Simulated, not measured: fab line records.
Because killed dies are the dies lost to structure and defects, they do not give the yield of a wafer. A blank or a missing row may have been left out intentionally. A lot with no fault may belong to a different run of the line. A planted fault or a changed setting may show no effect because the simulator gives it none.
fab line records	flow nandHarc
record lots=12	wafers=36	lastDay=24
route steps=1159 shown P_BONDPAD@381 A_ZERO_WELL@405 END@1159
lots that met no fault: from a run of the same line without faults
startH: the number of hours between the record's first day and the start of the first shown wafer of the lot	waitH: hours from the lot's prior step to this one	" unchanged from the row above	L1.1+2: one row covering several wafers at once	- no value, or no start given	* or withheld: withheld	< > ~ a bound
route shown NAME@n: names a module that has steps shown in the file, with the first one's number in the route	usual: the fault-free wafers' mean and standard deviation	same: alike in all rows	chamber/n: place in a boat	sites: the reading at each site	_std_site: how widely they spread, as a standard deviation	_edge_site: outer sites' mean less inner sites'	radiusMm: for every site, how far away it sits from the centre of the wafer	mask NAME#n: copy n	behind: tool/chamber where the wafer was last shaped	hold: why the lot went on hold/how many hours it stayed there/how the hold came to an end	device: transistor that didn't switch, given as n, p or np	end of line: tests run on the same wafers once the route is complete	for a step that has no rows: nothing shown but its recipe	killed: at the first sort, the dies lost to defects and structure; wafer yield is something else	map: a wafer's dies, x killed, . not, _ none there
set.NAME: setting as actually run; set.NAME@STEP: the setting as run at that earlier step	model.NAME: the simulator's own value behind a step, which no gauge read
route steps across a sampled set of lots; one table per step, one row per wafer
services: a tool's chamber out of use, with start hour (startH, from the record's first day; less than 0 if before it), hours out, and reason
## steps
# step NHARC_P_BONDPAD_THK_MEAS_20
# recipe thkMeasGauge=xrf
# usual thkNm=160.7/1.3
lot.wafer	tool	chamber	startH	waitH	thkNm
L489.1	filmMetro-02	-	131.64	-	158.5
L489.3	"	-	"	"	159.9
L489.4	"	-	"	"	161.6
L488.1	filmMetro-02	-	137.73	-	160.1
L488.2	"	-	"	"	162.1
L488.3	"	-	"	"	160.7
L493.2	filmMetro-01	-	155.19	-	160.4
L493.3	"	-	"	"	159.0
L493.4	"	-	"	"	162.6
L497.1	filmMetro-01	-	188.22	-	163.0
L497.2	"	-	"	"	160.2
L497.4	"	-	"	"	160.6
L498.2	filmMetro-01	-	193.93	-	159.5
L498.4	"	-	"	"	160.4
L498.5	"	-	"	"	163.3
L499.1	filmMetro-01	-	211.19	-	162.8
L499.3	"	-	"	"	159.8
L499.6	"	-	"	"	159.6
L502.2	filmMetro-02	-	211.82	-	158.9
L502.4	"	-	"	"	160.4
L502.5	"	-	"	"	161.1
L501.1	filmMetro-02	-	213.11	-	163.2
L501.2	"	-	"	"	159.6
L501.4	"	-	"	"	161.6
L505.3	filmMetro-01	-	242.48	-	162.4
L505.4	"	-	"	"	162.3
L505.5	"	-	"	"	160.3
L509.1	filmMetro-01	-	259.14	-	162.2
L509.4	"	-	"	"	162.2
L509.6	"	-	"	"	159.7
L511.1	filmMetro-02	-	261.86	-	161.1
L511.3	"	-	"	"	161.7
L511.4	"	-	"	"	160.7
L510.1	filmMetro-02	-	263.01	-	159.5
L510.3	"	-	"	"	160.6
L510.4	"	-	"	"	157.8
# step NHARC_P_BONDPAD_ACTIVATE_29
# recipe timeS=60	n2FlowSccm=200	arFlowSccm=0	biasPowerW=0	chemistry=N2
# usual drypumpMotorCurrentA=5.6/0.4	oesProductAu=0.997/0.0076	rfVppV=64.1/0.93	showerheadPlenumPTorr=1.77/0.059
lot.wafer	tool	chamber	startH	waitH	drypumpMotorCurrentA	oesProductAu	rfHoursCounterH	rfVppV	showerheadPlenumPTorr
L489.1	rieDiel-13	0	131.96	0.1	5.5	1.001	2	64.8	1.81
L489.3	"	1	"	"	5.8	1.005	3	62.5	1.80
L489.4	"	2	"	"	5.3	1.005	-	65.7	1.69
L488.1	rieDiel-11	1	138.02	0.1	6.2	1.000	41	63.8	1.85
L488.2	"	2	"	"	5.8	0.984	43	65.6	1.77
L488.3	"	3	"	"	6.5	1.001	30	63.8	1.67
L493.2	rieDiel-11	1	155.45	0.1	6.2	1.004	47	62.7	1.85
L493.4	"	3	"	"	6.5	0.991	36	64.3	1.66
L493.3	"	0	"	"	6.0	0.992	48	66.2	1.82
L497.2	rieDiel-11	2	188.51	0.1	5.8	0.989	60	64.2	1.77
L497.4	"	3	"	"	6.5	1.011	49	63.3	1.66
L497.1	"	0	"	"	6.0	1.008	61	64.5	1.82
L498.2	rieDiel-09	1	194.22	0.1	4.9	0.996	42	62.3	1.75
L498.4	"	2	"	"	4.9	0.995	41	63.9	1.76
L498.5	"	1	"	"	4.9	1.004	-	65.7	1.75
L499.1	rieDiel-13	2	211.45	0.1	5.3	1.002	10	63.8	1.68
L499.3	"	3	"	"	6.0	0.998	9	63.6	1.81
L499.6	"	3	"	"	6.0	1.010	-	64.0	1.81
L502.2	rieDiel-13	1	212.11	0.1	5.8	0.993	11	63.6	1.80
L502.4	"	2	"	"	5.3	0.998	10	63.5	1.68
L502.5	"	2	"	"	5.3	1.000	-	62.6	1.68
L501.2	rieDiel-13	1	213.38	0.1	5.8	0.994	11	63.8	1.80
L501.1	"	2	"	"	5.3	1.002	10	64.2	1.68
L501.4	"	0	"	"	5.4	0.993	10	63.0	1.81
L505.4	rieDiel-11	1	242.75	0.1	6.2	1.008	15	63.0	1.84
L505.3	"	2	"	"	5.9	0.989	14	65.2	1.76
L505.5	"	1	"	"	6.2	1.005	-	64.1	1.84
L509.1	rieDiel-13	0	259.43	0.1	5.5	0.988	15	64.8	1.81
L509.4	"	1	"	"	5.8	0.994	16	64.8	1.80
L509.6	"	0	"	"	5.5	0.996	-	65.7	1.81
L511.4	rieDiel-13	0	262.15	0.1	5.5	0.997	16	65.2	1.81
L511.3	"	2	"	"	5.3	1.000	16	63.9	1.68
L511.1	"	3	"	"	6.0	1.001	15	63.9	1.81
L510.4	rieDiel-09	2	263.29	0.1	4.9	0.995	0	64.1	1.75
L510.3	"	3	"	"	5.5	0.994	0	66.3	1.92
L510.1	"	1	"	"	4.9	0.995	0	63.5	1.75
# step NHARC_A_ZERO_WELL_ETCH_13
# recipe targetDepthA=1200	timeS=40.1	hbrFlowSccm=150	cl2FlowSccm=50	rfW=400	icpW=400	biasW=100	chemistry=HBr/Cl2
# usual biasW=100.01/0.27	chamberPressureMTorr=15.000/0.013	drypumpMotorCurrentA=5.9/0.51	oesProductAu=1.000/0.0075	throttleValvePct=26.405/0.0082
lot.wafer	tool	chamber	startH	waitH	biasW	chamberPressureMTorr	drypumpMotorCurrentA	oesProductAu	rfHoursCounterH	throttleValvePct
L489.4	rieSi-03	2	133.62	-	99.77	14.985	5.0	1.001	1.2	26.402
L489.3	"	3	"	"	100.17	15.014	6.0	1.008	0.9	26.400
L489.1	"	0	"	"	100.28	14.976	5.8	0.996	0.9	26.414
L488.3	rieSi-04	1	139.62	-	99.88	15.007	6.7	0.992	0.2	26.402
L488.1	"	2	"	"	99.83	15.029	6.2	0.989	0.1	26.412
L488.2	"	3	"	"	99.97	14.987	5.8	0.999	0.1	26.401
L493.2	rieSi-04	2	157.07	-	100.68	14.996	6.2	1.003	0.4	26.398
L493.4	"	0	"	"	99.89	15.021	5.2	0.990	0.4	26.399
L493.3	"	1	"	"	100.32	15.000	6.7	0.987	0.4	26.416
L497.1	rieSi-03	3	190.11	-	100.13	15.013	6.0	0.997	0.3	26.409
L497.4	"	1	"	"	100.24	14.997	5.4	0.988	0.2	26.390
L497.2	"	2	"	"	99.72	15.000	5.0	1.004	0.2	26.408
L498.2	rieSi-03	3	195.91	-	99.96	14.995	6.0	1.007	0.3	26.404
L498.4	"	1	"	"	100.05	15.012	5.4	1.008	0.2	26.407
L498.5	"	0	"	"	99.99	14.999	5.8	1.017	-	26.392
L499.1	rieSi-04	2	212.97	-	-	-	-	-	-	-
L499.3	"	3	"	"	-	-	-	-	-	-
L499.6	"	0	"	"	-	-	-	-	-	-
L502.4	rieSi-04	1	213.75	-	-	-	-	-	-	-
L502.2	"	3	"	"	-	-	-	-	-	-
L502.5	"	1	"	"	-	-	-	-	-	-
L501.4	rieSi-03	0	215.01	-	-	-	-	-	-	-
L501.1	"	1	"	"	-	-	-	-	-	-
L501.2	"	2	"	"	-	-	-	-	-	-
L505.3	rieSi-03	2	244.28	-	100.02	15.015	5.0	1.008	0.6	26.411
L505.4	"	1	"	"	99.72	14.997	5.5	1.004	0.6	26.400
L505.5	"	3	"	"	99.54	15.021	6.0	1.013	-	26.411
L509.1	rieSi-04	0	260.95	-	99.90	15.002	5.2	0.998	1.1	26.397
L509.4	"	2	"	"	100.04	14.993	6.2	1.004	1.1	26.402
L509.6	"	1	"	"	100.15	15.000	6.8	0.991	-	26.405
L511.3	rieSi-03	3	263.77	-	100.06	14.987	6.0	1.006	0.8	26.399
L511.4	"	0	"	"	100.08	15.002	5.8	0.998	0.7	26.420
L511.1	"	2	"	"	100.06	15.010	5.0	1.013	0.7	26.396
L510.1	rieSi-04	3	265.00	-	100.03	15.012	5.8	0.997	1.0	26.402
L510.3	"	0	"	"	99.82	14.994	5.2	0.984	1.2	26.395
L510.4	"	1	"	"	100.09	14.993	6.7	0.998	1.3	26.405
# step NHARC_A_ZERO_WELL_RTA_16
# recipe tempC=1000	timeS=10
# usual annealTempCMax=1004.7/1	lampPowerPct=31.4/3	lamp_zone_4_pct=31.4/3	wafer_temp_C_max=1004.2/0.78
lot.wafer	tool	chamber	startH	waitH	annealTempCMax	lampPowerPct	lamp_zone_4_pct	wafer_temp_C_max
L489.1	rtpAnneal-01	0	134.52	-	1004.3	34.2	34.2	1004.2
L489.3	"	0	"	"	1004.6	34.2	34.1	1005.1
L489.4	"	0	"	"	1005.5	34.1	34.1	1004.3
L488.1	rtpAnneal-01	0	140.54	-	1003.8	34.2	34.2	1004.2
L488.2	"	0	"	"	1003.7	34.2	34.2	1004.8
L488.3	"	0	"	"	1006.1	34.2	34.2	1003.2
L493.2	rtpAnneal-01	0	158.04	-	1005.0	34.2	34.2	1003.7
L493.3	"	0	"	"	1004.5	34.1	34.1	1004.4
L493.4	"	0	"	"	1004.2	34.2	34.2	1003.8
L497.1	rtpAnneal-02	0	191.02	-	1005.8	28.2	28.2	1005.0
L497.2	"	0	"	"	1005.2	28.2	28.2	1004.1
L497.4	"	0	"	"	1005.2	28.2	28.2	1004.5
L498.2	rtpAnneal-02	0	196.84	-	1005.9	28.2	28.3	1003.8
L498.4	"	0	"	"	1005.2	28.2	28.2	1003.2
L498.5	"	0	"	"	1004.2	28.2	28.2	1004.8
L499.1	rtpAnneal-02	0	213.96	-	1005.3	28.2	28.2	1004.8
L499.3	"	0	"	"	1004.8	28.2	28.2	1005.1
L499.6	"	0	"	"	1007.2	28.2	28.3	1004.7
L502.2	rtpAnneal-02	0	214.68	-	1005.5	28.3	28.2	1004.1
L502.4	"	0	"	"	1005.2	28.2	28.2	1004.5
L502.5	"	0	"	"	1003.7	28.2	28.2	1004.2
L501.1	rtpAnneal-02	0	215.91	-	1005.1	28.2	28.2	1004.2
L501.2	"	0	"	"	1004.9	28.2	28.3	1004.6
L501.4	"	0	"	"	1005.3	28.2	28.2	1003.3
L505.3	rtpAnneal-02	0	245.24	-	1003.6	28.2	28.2	1004.1
L505.4	"	0	"	"	1005.3	28.2	28.2	1003.7
L505.5	"	0	"	"	1004.3	28.2	28.2	1006.4
L509.1	rtpAnneal-01	0	261.85	-	1005.3	34.2	34.2	1003.7
L509.4	"	0	"	"	1004.6	34.2	34.2	1003.6
L509.6	"	0	"	"	1003.3	34.2	34.1	1003.9
L511.1	rtpAnneal-01	0	264.77	0.1	1005.9	34.2	34.2	1003.6
L511.3	"	0	"	"	1004.2	34.2	34.2	1003.9
L511.4	"	0	"	"	1004.4	34.2	34.2	1004.2
L510.1	rtpAnneal-01	0	265.98	0.1	1003.4	34.2	34.2	1004.7
L510.3	"	0	"	"	1004.1	34.2	34.1	1003.3
L510.4	"	0	"	"	1004.9	34.2	34.2	1003.6
# step NHARC_END_SORT_01
# recipe tempC=25
# usual killedAtArray=27/10	killedAtOther=0.6/1	killedAtPeriphery=3.4/2.7	killedDies=31/9.7	killedOpen=3.4/1.7	killedShort=2.2/1.5
# same grossDies=677
lot.wafer	tool	chamber	startH	waitH	hold	killedAtArray	killedAtOther	killedAtPeriphery	killedDies	killedOpen	killedShort
L488.1	prober-01	0	428.51	2.5	-	30	1	3	34	5	1
L488.2	prober-01	0	429.32	2.8	-	33	4	1	38	2	2
L488.3	prober-01	0	430.13	3.1	-	33	1	1	35	3	0
L489.1	prober-01	0	450.38	2.5	-	29	1	2	32	3	4
L489.3	prober-01	0	451.99	3.1	-	29	0	4	33	1	6
L489.4	prober-01	0	452.79	3.4	-	28	0	5	33	4	2
L493.2	prober-02	0	466.91	2.8	-	22	0	9	31	4	3
L493.3	prober-02	0	467.72	3.1	-	27	0	9	36	4	0
L493.4	prober-02	0	468.52	3.4	-	31	0	3	34	3	2
L497.1	prober-02	0	494.06	2.5	-	32	2	2	36	3	1
L497.2	prober-02	0	494.85	2.8	-	27	1	4	32	1	3
L497.4	prober-02	0	496.42	3.4	-	29	2	1	32	5	1
L501.1	prober-02	0	502.81	2.5	awaitDispo/1.9h/scrap	677	0	0	677	1	0
L501.2	prober-02	0	503.62	2.8	awaitDispo/1.9h/scrap	677	0	0	677	3	2
L501.4	prober-02	0	505.23	3.4	awaitDispo/1.9h/scrap	671	0	6	677	3	3
L498.2	prober-01	0	511.18	2.8	-	11	3	4	18	2	2
L498.4	prober-01	0	512.79	3.4	-	12	4	5	21	3	3
L498.5	prober-01	0	513.59	3.7	-	18	0	6	24	7	2
L499.1	prober-01	0	526.28	2.5	awaitDispo/2.0h/scrap	674	0	3	677	5	1
L499.3	prober-01	0	527.90	3.1	awaitDispo/2.0h/scrap	677	0	0	677	2	3
L499.6	prober-01	0	530.33	4.1	awaitDispo/2.0h/scrap	677	0	0	677	2	0
L502.2	prober-02	0	527.06	2.8	awaitDispo/1.9h/scrap	674	1	2	677	4	1
L502.4	prober-02	0	528.66	3.4	awaitDispo/1.9h/scrap	675	0	2	677	2	1
L502.5	prober-02	0	529.45	3.7	awaitDispo/1.9h/scrap	676	0	1	677	7	3
L511.1	prober-02	0	567.04	2.5	-	19	0	7	26	3	4
L511.3	prober-02	0	568.61	3.0	-	26	0	8	34	3	2
L511.4	prober-02	0	569.40	3.3	-	27	0	9	36	6	5
L505.3	prober-01	0	572.28	3.1	-	52	0	2	54	5	6
L505.4	prober-01	0	573.07	3.4	-	39	1	1	41	1	3
L505.5	prober-01	0	573.86	3.7	-	52	0	2	54	2	4
L510.1	prober-02	0	574.79	2.5	-	52	1	6	59	4	1
L510.3	prober-02	0	576.40	3.1	-	49	2	4	55	6	3
L510.4	prober-02	0	577.21	3.4	-	42	1	6	49	5	0
L509.1	prober-01	0	578.44	2.5	-	16	0	6	22	3	3
L509.4	prober-01	0	580.86	3.4	-	22	0	6	28	6	2
L509.6	prober-01	0	582.48	4.0	-	16	1	4	21	2	1
# killed by level:class
L488.1 A_CHANNEL_HOLE_D1:chamberFilmFlake=11 A_SLIT:chamberFilmFlake=6 A_SGD_CUT:chamberFilmFlake=3 A_CONTACT:geometricParticle:open=2 A_M0:geometricParticle:open=2 P_STI:chamberFilmFlake=2 A_CONTACT:chamberFilmFlake=2 A_WL_FILL:geometricParticle:open=1
L488.2 A_CHANNEL_HOLE_D1:chamberFilmFlake=12 A_SLIT:chamberFilmFlake=7 A_CONTACT:chamberFilmFlake=4 THIN_TSV:chamberFilmFlake=4 A_STAIRCASE:chamberFilmFlake=3 A_SGD_CUT:chamberFilmFlake=3 A_CONTACT:geometricParticle:open=2 A_WL_FILL:geometricParticle:short=1
L488.3 A_CHANNEL_HOLE_D1:chamberFilmFlake=12 A_SLIT:chamberFilmFlake=8 A_SGD_CUT:chamberFilmFlake=5 A_CONTACT:chamberFilmFlake=3 A_ONON_D1:geometricParticle:open=2 A_M1:geometricParticle:open=1 P_GATE:chamberFilmFlake=1 A_ZERO_WELL:chamberFilmFlake=1
L489.1 A_CHANNEL_HOLE_D1:chamberFilmFlake=11 A_SLIT:chamberFilmFlake=8 A_WL_FILL:geometricParticle:short=4 A_STAIRCASE:chamberFilmFlake=3 P_GATE:geometricParticle:open=1 P_CONTACT:geometricParticle:open=1 A_SOURCE_PLATE:geometricParticle:open=1 A_WL_FILL:chamberFilmFlake=1
L489.3 A_CHANNEL_HOLE_D1:chamberFilmFlake=13 A_SLIT:chamberFilmFlake=7 A_WL_FILL:geometricParticle:short=3 A_STAIRCASE:chamberFilmFlake=2 A_WL_FILL:chamberFilmFlake=2 P_GATE:geometricParticle:short=1 P_M2:geometricParticle:open=1 A_ONON_D1:geometricParticle:short=1
L489.4 A_CHANNEL_HOLE_D1:chamberFilmFlake=12 A_SLIT:chamberFilmFlake=9 A_STAIRCASE:chamberFilmFlake=2 A_WL_FILL:chamberFilmFlake=2 P_STI:geometricParticle:open=1 P_M0:geometricParticle:open=1 P_M0:geometricParticle:short=1 P_M1:geometricParticle:open=1
L493.2 A_CHANNEL_HOLE_D1:chamberFilmFlake=14 P_ZERO_WELL:chamberFilmFlake=6 A_ONON_D1:geometricParticle:short=2 P_STI:geometricParticle:short=1 P_M0:geometricParticle:open=1 A_WL_FILL:geometricParticle:open=1 A_CONTACT:geometricParticle:open=1 A_M1:geometricParticle:open=1
L493.3 A_CHANNEL_HOLE_D1:chamberFilmFlake=16 P_ZERO_WELL:chamberFilmFlake=9 A_CHANNEL_FILL_D1:chamberFilmFlake=2 A_STAIRCASE:chamberFilmFlake=2 A_SLIT:chamberFilmFlake=2 A_ONON_D1:geometricParticle:open=1 A_CONTACT:geometricParticle:open=1 A_BLC:geometricParticle:open=1
L493.4 A_CHANNEL_HOLE_D1:chamberFilmFlake=20 P_ZERO_WELL:chamberFilmFlake=2 A_CHANNEL_FILL_D1:chamberFilmFlake=2 A_M0:chamberFilmFlake=2 A_ONON_D1:geometricParticle:open=1 A_ONON_D1:geometricParticle:short=1 A_M0:geometricParticle:open=1 A_M1:geometricParticle:short=1
L497.1 A_CHANNEL_HOLE_D1:chamberFilmFlake=19 A_STAIRCASE:chamberFilmFlake=5 A_CONTACT:chamberFilmFlake=3 A_WL_FILL:chamberFilmFlake=2 P_M0:geometricParticle:open=1 A_SGD_CUT:geometricParticle:open=1 A_WL_FILL:geometricParticle:short=1 A_CONTACT:geometricParticle:open=1
L497.2 A_CHANNEL_HOLE_D1:chamberFilmFlake=18 A_STAIRCASE:chamberFilmFlake=3 A_M0:geometricParticle:short=2 A_CONTACT:chamberFilmFlake=2 P_CONTACT:geometricParticle:open=1 P_M0:geometricParticle:short=1 P_GATE:chamberFilmFlake=1 P_STI:chamberFilmFlake=1
L497.4 A_CHANNEL_HOLE_D1:chamberFilmFlake=14 A_STAIRCASE:chamberFilmFlake=4 A_BLC:geometricParticle:open=3 A_CONTACT:chamberFilmFlake=2 THIN_TSV:chamberFilmFlake=2 A_STAIRCASE:geometricParticle:short=1 A_WL_FILL:geometricParticle:open=1 A_M0:geometricParticle:open=1
L501.1 A_ZERO_WELL:areaEtch=664 A_CHANNEL_HOLE_D1:chamberFilmFlake=4 A_SLIT:chamberFilmFlake=4 A_STAIRCASE:chamberFilmFlake=2 A_CONTACT:chamberFilmFlake=2 A_ONON_D1:geometricParticle:open=1
L501.2 A_ZERO_WELL:areaEtch=662 A_CONTACT:chamberFilmFlake=5 A_STAIRCASE:chamberFilmFlake=3 A_WL_FILL:geometricParticle:short=2 A_CONTACT:geometricParticle:open=2 A_ONON_D1:geometricParticle:open=1 A_CHANNEL_HOLE_D1:chamberFilmFlake=1 A_SLIT:chamberFilmFlake=1
L501.4 A_ZERO_WELL:areaEtch=654 A_CONTACT:chamberFilmFlake=5 A_CHANNEL_FILL_D1:geometricParticle:short=3 A_CHANNEL_HOLE_D1:chamberFilmFlake=3 A_STAIRCASE:chamberFilmFlake=3 A_SLIT:chamberFilmFlake=3 P_GATE:geometricParticle:open=1 P_M0:geometricParticle:open=1
L498.2 A_CHANNEL_HOLE_D1:chamberFilmFlake=4 P_ZERO_WELL:chamberFilmFlake=3 A_CONTACT:chamberFilmFlake=2 THIN_TSV:chamberFilmFlake=2 P_CONTACT:geometricParticle:open=1 A_CHANNEL_FILL_D1:geometricParticle:short=1 A_BLC:geometricParticle:short=1 STARTING-WAFER:geometricParticle:open=1
L498.4 A_CHANNEL_HOLE_D1:chamberFilmFlake=4 THIN_TSV:chamberFilmFlake=4 P_ZERO_WELL:chamberFilmFlake=2 P_M2:chamberFilmFlake=2 A_CONTACT:chamberFilmFlake=2 P_M2:geometricParticle:open=1 A_ONON_D1:geometricParticle:short=1 A_SGD_CUT:geometricParticle:short=1
L498.5 A_CHANNEL_HOLE_D1:chamberFilmFlake=5 A_CONTACT:chamberFilmFlake=4 P_CONTACT:geometricParticle:open=3 A_ONON_D1:geometricParticle:open=2 A_CHANNEL_FILL_D1:chamberFilmFlake=2 A_ONON_D1:geometricParticle:short=1 A_WL_FILL:geometricParticle:short=1 A_CONTACT:geometricParticle:open=1
L499.1 A_ZERO_WELL:areaEtch=645 A_CHANNEL_HOLE_D1:chamberFilmFlake=14 A_SLIT:chamberFilmFlake=8 A_CONTACT:chamberFilmFlake=3 P_M0:geometricParticle:open=1 P_M1:geometricParticle:open=1 P_M2:geometricParticle:open=1 A_CONTACT:geometricParticle:open=1
L502.2 A_ZERO_WELL:areaEtch=644 A_SLIT:chamberFilmFlake=10 A_STAIRCASE:chamberFilmFlake=10 A_CHANNEL_HOLE_D1:chamberFilmFlake=5 A_CONTACT:geometricParticle:open=3 P_CONTACT:geometricParticle:open=1 A_ONON_D1:geometricParticle:short=1 P_ZERO_WELL:chamberFilmFlake=1
L499.3 A_ZERO_WELL:areaEtch=644 A_SLIT:chamberFilmFlake=14 A_CHANNEL_HOLE_D1:chamberFilmFlake=11 A_CONTACT:geometricParticle:open=2 A_SOURCE_PLATE:geometricParticle:short=1 A_CHANNEL_FILL_D1:geometricParticle:short=1 A_WL_FILL:geometricParticle:short=1 A_CHANNEL_FILL_D1:chamberFilmFlake=1
L502.4 A_ZERO_WELL:areaEtch=654 A_SLIT:chamberFilmFlake=8 A_CHANNEL_HOLE_D1:chamberFilmFlake=4 A_STAIRCASE:chamberFilmFlake=3 A_CONTACT:chamberFilmFlake=3 P_CONTACT:geometricParticle:open=1 A_CHANNEL_FILL_D1:geometricParticle:open=1 A_WL_FILL:geometricParticle:short=1
L502.5 A_ZERO_WELL:areaEtch=638 A_SLIT:chamberFilmFlake=13 A_CHANNEL_HOLE_D1:chamberFilmFlake=6 A_STAIRCASE:chamberFilmFlake=4 A_CONTACT:geometricParticle:open=3 A_WL_FILL:chamberFilmFlake=3 A_CONTACT:chamberFilmFlake=3 A_CHANNEL_FILL_D1:geometricParticle:short=2
L499.6 A_ZERO_WELL:areaEtch=646 A_CHANNEL_HOLE_D1:chamberFilmFlake=17 A_SLIT:chamberFilmFlake=9 A_CONTACT:chamberFilmFlake=2 A_ONON_D1:geometricParticle:open=1 A_BLC:geometricParticle:open=1 A_WL_FILL:chamberFilmFlake=1
L511.1 A_CHANNEL_HOLE_D1:chamberFilmFlake=6 P_GATE:chamberFilmFlake=3 A_WL_FILL:chamberFilmFlake=3 A_CHANNEL_FILL_D1:geometricParticle:short=2 P_STI:chamberFilmFlake=2 A_CONTACT:chamberFilmFlake=2 A_STAIRCASE:chamberFilmFlake=2 P_GATE:geometricParticle:open=1
L511.3 A_CHANNEL_HOLE_D1:chamberFilmFlake=8 A_CONTACT:chamberFilmFlake=7 A_WL_FILL:chamberFilmFlake=4 P_ZERO_WELL:chamberFilmFlake=2 P_GATE:chamberFilmFlake=2 P_M1:chamberFilmFlake=2 A_BONDPAD:chamberFilmFlake=2 P_GATE:geometricParticle:short=1
L511.4 A_CHANNEL_HOLE_D1:chamberFilmFlake=7 A_WL_FILL:chamberFilmFlake=5 A_CONTACT:chamberFilmFlake=4 A_CONTACT:geometricParticle:open=3 A_WL_FILL:geometricParticle:short=2 P_GATE:chamberFilmFlake=2 A_STAIRCASE:chamberFilmFlake=2 A_BONDPAD:chamberFilmFlake=2
L505.3 A_CHANNEL_HOLE_D1:chamberFilmFlake=16 A_SLIT:chamberFilmFlake=16 A_CONTACT:chamberFilmFlake=5 A_BLC:geometricParticle:open=3 A_ONON_D1:geometricParticle:short=2 A_CHANNEL_FILL_D1:geometricParticle:short=2 A_CONTACT:geometricParticle:open=2 A_STAIRCASE:chamberFilmFlake=2
L505.4 A_CHANNEL_HOLE_D1:chamberFilmFlake=18 A_SLIT:chamberFilmFlake=12 A_CONTACT:chamberFilmFlake=4 A_CHANNEL_FILL_D1:geometricParticle:open=1 A_CHANNEL_FILL_D1:geometricParticle:short=1 A_M0:geometricParticle:short=1 STARTING-WAFER:geometricParticle:short=1 P_M1:chamberFilmFlake=1
L505.5 A_CHANNEL_HOLE_D1:chamberFilmFlake=24 A_CONTACT:chamberFilmFlake=10 A_SLIT:chamberFilmFlake=9 A_STAIRCASE:chamberFilmFlake=2 A_ONON_D1:geometricParticle:short=1 A_CHANNEL_FILL_D1:geometricParticle:short=1 A_CHANNEL_FILL_D1:geometricParticle:open=1 A_STAIRCASE:geometricParticle:short=1
L510.1 A_CHANNEL_HOLE_D1:chamberFilmFlake=21 A_SLIT:chamberFilmFlake=14 A_CONTACT:chamberFilmFlake=5 P_BONDPAD:chamberFilmFlake=3 A_STAIRCASE:chamberFilmFlake=3 A_WL_FILL:chamberFilmFlake=3 A_CHANNEL_HOLE_D1:geometricParticle:open=2 P_M1:chamberFilmFlake=2
L510.3 A_CHANNEL_HOLE_D1:chamberFilmFlake=19 A_SLIT:chamberFilmFlake=12 A_CONTACT:chamberFilmFlake=5 A_M0:geometricParticle:open=3 A_CHANNEL_FILL_D1:chamberFilmFlake=3 P_BONDPAD:chamberFilmFlake=2 A_STAIRCASE:chamberFilmFlake=2 P_CONTACT:geometricParticle:open=1
L510.4 A_CHANNEL_HOLE_D1:chamberFilmFlake=18 A_SLIT:chamberFilmFlake=17 P_M0:geometricParticle:open=3 P_M1:chamberFilmFlake=3 A_CHANNEL_FILL_D1:chamberFilmFlake=2 A_STAIRCASE:chamberFilmFlake=2 A_CHANNEL_HOLE_D1:geometricParticle:open=1 A_CONTACT:geometricParticle:open=1
L509.1 A_CHANNEL_HOLE_D1:chamberFilmFlake=6 A_CONTACT:chamberFilmFlake=5 P_GATE:chamberFilmFlake=4 A_ONON_D1:geometricParticle:short=2 A_ONON_D1:geometricParticle:open=2 P_M0:geometricParticle:open=1 P_M0:geometricParticle:short=1 A_STAIRCASE:chamberFilmFlake=1
L509.4 A_CHANNEL_HOLE_D1:chamberFilmFlake=7 P_GATE:chamberFilmFlake=4 A_CONTACT:chamberFilmFlake=2 A_STAIRCASE:chamberFilmFlake=2 A_WL_FILL:chamberFilmFlake=2 P_CONTACT:geometricParticle:short=1 A_ONON_D1:geometricParticle:short=1 A_ONON_D1:geometricParticle:open=1
L509.6 A_CHANNEL_HOLE_D1:chamberFilmFlake=9 A_CONTACT:chamberFilmFlake=5 P_ZERO_WELL:chamberFilmFlake=2 P_M0:geometricParticle:open=1 A_CHANNEL_FILL_D1:geometricParticle:short=1 STARTING-WAFER:geometricParticle:open=1 P_M0:chamberFilmFlake=1 A_STAIRCASE:chamberFilmFlake=1
## services
tool	chamber	startH	hours	kind
rieDiel-13	0	108.00	-	clean
rieDiel-13	1	108.00	-	clean
rieDiel-13	2	108.00	-	clean
rieDiel-13	3	108.00	-	clean
rieSi-04	0	108.00	-	clean
rieSi-04	1	108.00	-	clean
rieSi-04	2	108.00	-	clean
rieSi-04	3	108.00	-	clean
rieDiel-11	3	108.18	16.1	repair
rieDiel-13	-	113.22	1.3	repair
rieDiel-13	3	120.60	16.8	repair
rieDiel-09	3	131.37	4.8	repair
rieDiel-13	0	132.54	-	clean
rieDiel-13	1	132.54	-	clean
rieDiel-13	2	132.54	-	clean
rieDiel-11	1	144.97	3.7	repair
rieSi-03	-	155.00	9.0	pm
rieSi-03	0	155.00	9.0	ventCycle
rieSi-03	1	155.00	9.0	ventCycle
rieSi-03	2	155.00	9.0	ventCycle
rieSi-03	3	155.00	9.0	ventCycle
rieDiel-13	0	157.04	-	clean
rieDiel-11	-	189.50	9.0	pm
rieDiel-09	-	254.10	9.0	pm
## key
firstSign step=NHARC_A_ZERO_WELL_ETCH_13	reading=toolRecord	direction=missing
effect step=NHARC_END_SORT_01	reading=killedDies	direction=up	sigmas=67	usual=31	struck=677
moreKillsBornAt NHARC_A_ZERO_WELL_ETCH_13@rieSi-04=3871	NHARC_A_ZERO_WELL_ETCH_13@rieSi-03=1980
metAt NHARC_A_ZERO_WELL_ETCH_13
struckLots L499,L501,L502
laterRowsLeftOut L499.1,L499.3,L499.6,L501.1,L501.2,L501.4,L502.2,L502.4,L502.5
testerLeftOut L499,L501,L502
notActingAt NHARC_P_BONDPAD_THK_MEAS_20,NHARC_P_BONDPAD_ACTIVATE_29,NHARC_A_ZERO_WELL_RTA_16
onsetBetween 195.91 212.97
fault kind=skippedStepWhole	tool=rieSi-03,rieSi-04	chamber=-	onsetH=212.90	steps=NHARC_A_ZERO_WELL_ETCH_13	scope=struckLotsOnly
# testerLeftOut: of these lots the tester's yield and bins aren't shown, on N5 and GAA mostly nor the transistor test; their killed dies are dies lost to structure and defects alone, not to doping, threshold or leakage, so they don't give the yield
# laterRowsLeftOut: the simulator's readings of these wafers behind a module that went badly wrong aren't trusted and aren't shown, but for the sort
